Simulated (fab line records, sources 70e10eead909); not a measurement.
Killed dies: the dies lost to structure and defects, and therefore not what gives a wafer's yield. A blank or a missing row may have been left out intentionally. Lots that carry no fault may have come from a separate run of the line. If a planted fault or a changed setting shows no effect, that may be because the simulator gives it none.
Struck lot and sound lot, side by side -- flow nand harc -- 15 steps out of a route of 1159
Sound: the wafers L745.4, L745.5, L745.6. Wafers L755.1, L755.2, L755.6 were the ones struck. The cause comes at the end.
Order at every step that has rows: each side's tool, ch and its chambers, its first start. Under that, the readings that differ: sound wafers -- struck wafers -- difference of the means -- sigmas: that difference in standard deviations of wafers without a fault.
alike: a reading whose means differ by less than 2 such deviations, as well as words and numbers matching on both sides. not compared: withheld readings; readings where some wafer has no value; bounds like >300 that might hide an equal value; numbers whose values overlap and for which the record gives no deviation.
A row with sigmas, a row that says differs or no value, or rows on one side alone: a step with any of these is where the two part. Numbers that don't overlap but have no deviation are shown without sigmas and don't part them. A reading missing from all wafers of one side parts the sides only when that side holds two or more wafers.

first, 8 steps without rows for these wafers: NHARC_A_CHANNEL_HOLE_D1_COAT_36 (time 75 s); NHARC_A_CHANNEL_HOLE_D1_COAT_37 (time 65 s); NHARC_A_CHANNEL_HOLE_D1_COAT_04 (resist thk 90 nm); NHARC_A_CHANNEL_HOLE_D1_SOFTBAKE_05 (time 55 s); NHARC_A_CHANNEL_HOLE_D1_EBR_06; NHARC_A_CHANNEL_HOLE_D1_EXPOSE_07 (exposes mask HOLE D1, target cd 100 nm); NHARC_A_CHANNEL_HOLE_D1_PEB_08 (peb time 65 s); NHARC_A_CHANNEL_HOLE_D1_DEVELOP_09 (develop time 35 s).
NHARC_A_CHANNEL_HOLE_D1_CD_MEAS_10: target cd 100 nm.
  sound on cd sem-02 ch 0, day 9 13:50; struck on cd sem-02 ch 0, day 12 01:49
reading,sound,struck,difference,sigmas
cd nm (nm),99.2 99.3 99.5,101.1 100.8 100.8,+1.6,+3
NHARC_A_CHANNEL_HOLE_D1_OVL_MEAS_11:
  struck on overlay-01, day 12 01:55; sound on overlay-01, day 9 13:55
reading,sound,struck,difference,sigmas
overlay x nm (nm),-1.6 -1.7 -1.4,1.0 0.8 0.7,+2.4,+2
  alike: overlay y nm
NHARC_A_CHANNEL_HOLE_D1_INSPECT_12:
  struck on defect inspect-02, day 12 01:56; sound on defect inspect-02, day 9 13:58
  alike: raw defect count
NHARC_A_CHANNEL_HOLE_D1_DESCUM_15: chemistry O2, time 3 s.
  sound on rie diel-09 ch 0,1,2, day 9 14:02; struck on rie diel-09 ch 0,1, day 12 02:01
  alike: drypump motor current A, oes product au, rf vpp V, showerhead plenum p Torr, throttle valve pct
  not compared: rf hours counter h
NHARC_A_CHANNEL_HOLE_D1_ETCH_38: etches the open film in CF4, target depth 39 nm, time 65 s.
  sound on rie diel-09 ch 2,3, day 9 14:07; struck on rie diel-09 ch 0,2,3, day 12 02:06
  no value came back on the struck wafers for any of 7 readings (bias w (W), cf4 flow sccm (sccm) and others); on the sound wafers bias w (W) reads 100.63 99.63 100.12
  not compared: rf hours counter h
NHARC_A_CHANNEL_HOLE_D1_ETCH_39: etches the open film in N2/H2, target depth 260 nm, time 325 s.
  sound on rie diel-09 ch 0,1,2; struck on rie diel-09 ch 1,2,3, day 12 02:12
  alike: bias w, chamber pressure mTorr, drypump motor current A, n2 flow sccm, oes product au, rf vpp V, showerhead plenum p Torr, throttle valve pct
  not compared: rf hours counter h
-- record jumps: 11 days between struck wafers' starts before vs after; left off in module A_CHANNEL_HOLE_D1, resumes in module END, first step shown is number 1159 of the route --
NHARC_END_SORT_01:
  here the record holds rows for the struck wafers (prober-02 ch 0, day 22 15:27) but none for the sound ones

## WHERE THEY PART
Last at NHARC_END_SORT_01 as far as this record goes, first at NHARC_A_CHANNEL_HOLE_D1_CD_MEAS_10.

WHY: what had been put in by the simulator
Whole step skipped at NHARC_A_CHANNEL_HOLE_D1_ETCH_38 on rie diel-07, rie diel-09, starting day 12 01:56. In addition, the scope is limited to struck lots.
